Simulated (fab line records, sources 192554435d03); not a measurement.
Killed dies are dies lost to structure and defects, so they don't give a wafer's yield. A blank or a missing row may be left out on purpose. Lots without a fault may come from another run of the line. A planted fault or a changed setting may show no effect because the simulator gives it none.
Chamber matching | flow n5_finfet | N5_BEOL_M7_ALD_77 on ald_metal-01: 4 sister chambers
The step deposits TaN, target thk 2 nm, pulse time 2 s, purge time 3 s. 4 wafers are shown with their chamber, then 10 later ones without.

WAFERS WITH THEIR CHAMBER
wafer  | chamber | heater_power_w (W)
L088.5 | 0       | 392
L087.6 | 3       | 398
L093.2 | 2       | 468
L093.3 | 1       | 549

WAFERS WITHOUT THEIR CHAMBER
wafer  | heater_power_w (W)
L093.5 | 393
L090.4 | 402
L090.5 | 405
L090.6 | 391
L095.1 | 392
L095.3 | 397
L095.5 | 471
L097.1 | 457
L097.3 | 549
L097.5 | 481

WHICH CHAMBER EACH WENT THROUGH
wafer  | from the rows above     | in truth
L093.5 | can't be placed: 0 or 3 | 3
L090.4 | can't be placed: 3 or 0 | 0
L090.5 | can't be placed: 3 or 0 | 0
L090.6 | can't be placed: 0 or 3 | 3
L095.1 | can't be placed: 0 or 3 | 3
L095.3 | can't be placed: 3 or 0 | 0
L095.5 | 2                       | 2
L097.1 | 2                       | 2
L097.3 | 1                       | 1
L097.5 | 2                       | 2
Placed correctly: 4 of 10. Can't be placed from these rows: 6 (the true chamber is among the candidates in 6). Placed wrongly: 0.
How it was worked out, from the rows above alone: a wafer's distance from a chamber is the root of the sum, over the readings, of the square of ((its reading less the chamber's mean) divided by the reading's scatter). The wafer belongs to the nearest chamber; if the next one is less than 2 further off, it can't be placed. A chamber's mean is the mean of its shown wafers. The scatter: with one shown wafer a chamber, the root of the mean of the squares of how far each hidden wafer lies from its nearest shown one.
